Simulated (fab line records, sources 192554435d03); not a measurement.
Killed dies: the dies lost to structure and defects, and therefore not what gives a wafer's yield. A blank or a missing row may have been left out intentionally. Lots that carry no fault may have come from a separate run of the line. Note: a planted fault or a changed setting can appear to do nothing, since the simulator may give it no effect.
The tool behind it: which one? -- flow n5-finfet -- 10 lots with 28 wafers sampled at 3 steps, on a route of 1938 steps

WHAT THE GAUGES SHOWED, per wafer
N5_BEOL_M11_CD_MEAS_11: target cd 64.1 nm.
lot,measured,on,cd-nm (nm)
L234,day 10 02:31,cd-sem-01,64.1 64.7 63.6
L235,day 10 17:01,cd-sem-01,62.7 63.8 63.1
L236,day 11 00:11,cd-sem-02,64.8 64.1
L240,day 11 20:49,cd-sem-03,64.3 63.6 64.2
L242,day 12 12:25,cd-sem-02,63.9 63.9
L247,day 14 00:05,cd-sem-03,69.4 68.7 68.4
L248,day 14 04:05,cd-sem-01,64.6 64.6 64.2
L250,day 14 16:53,cd-sem-01,66.7 67.7 67.2
L252,day 14 21:47,cd-sem-03,63.8 63.3 63.0
L253,day 15 02:29,cd-sem-02,64.0 64.2 62.6

WHICH TOOL RAN EACH LOT (tool, then ch and the chambers of the sampled wafers, then the start)
lot,N5_BEOL_M11_CURE_71,N5_BEOL_M11_EXPOSE_08
L234,"uv-cure-01 ch 1, day 9 22:40","arfi-scanner-02 ch 0, day 10 02:24"
L235,"uv-cure-03 ch 0, day 10 14:23","arfi-scanner-02 ch 0, day 10 16:54"
L236,"uv-cure-03 ch 0, day 10 22:37","arfi-scanner-01 ch 0, day 11 00:04"
L240,"uv-cure-02 ch 0, day 11 19:02","arfi-scanner-01 ch 0, day 11 20:42"
L242,"uv-cure-01 ch 0, day 12 10:36","arfi-scanner-02 ch 0, day 12 12:18"
L247,"uv-cure-01 ch 1, day 13 21:08","arfi-scanner-02 ch 0, day 13 23:58"
L248,"uv-cure-01 ch 1, day 14 01:35","arfi-scanner-01 ch 0, day 14 03:57"
L250,"uv-cure-02 ch 1, day 14 15:38","arfi-scanner-02 ch 0, day 14 16:45"
L252,"uv-cure-03 ch 0, day 14 20:25","arfi-scanner-03 ch 0, day 14 21:40"
L253,"uv-cure-02 ch 1, day 14 23:48","arfi-scanner-03 ch 0, day 15 02:22"
- N5_BEOL_M11_CURE_71: cures SiCOH lowk, time 240 s.
- N5_BEOL_M11_EXPOSE_08: exposes mask M11.

THE ANSWER, worked out from the rows above alone
Rule: usual is defined by the lots themselves. Put in order of their means at a reading, lots are off if they are a third of the lots or fewer, leave a main group of 4 or more, and stand apart from it by a gap of 3 or more times the standard deviation of the main group's means; of several such gaps the widest counts. A main group whose means are all the same, to the digits that the tables above print for the reading, isn't used. Also off: a lot with no number at a reading for which 4 or more lots have one. All remaining lots with rows at the step are treated as sound.
Off, at N5_BEOL_M11_CD_MEAS_11 on cd-nm: L247, L250. The main group has a mean of 63.9 nm with a standard deviation of 0.44.
A tool fits if, at a process step before that reading, it ran every lot that is off, and no sound lot after the first of them. The gauges at N5_BEOL_M11_CD_MEAS_11 are tried like those tools. One fits: N5_BEOL_M11_EXPOSE_08 on arfi-scanner-02. Its last sound lot is L242 (day 12 12:18), its first lot that is off L247 (day 13 23:58): a fault that began between those two fits.

WHAT WAS PUT IN BY THE SIMULATOR
Process parameter drift: arfi-scanner-02, from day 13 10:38 on, at N5_BEOL_M11_EXPOSE_08. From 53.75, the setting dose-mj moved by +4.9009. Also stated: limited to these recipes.
Struck lots among those shown: L247, L250. The rule above reached the same finding.
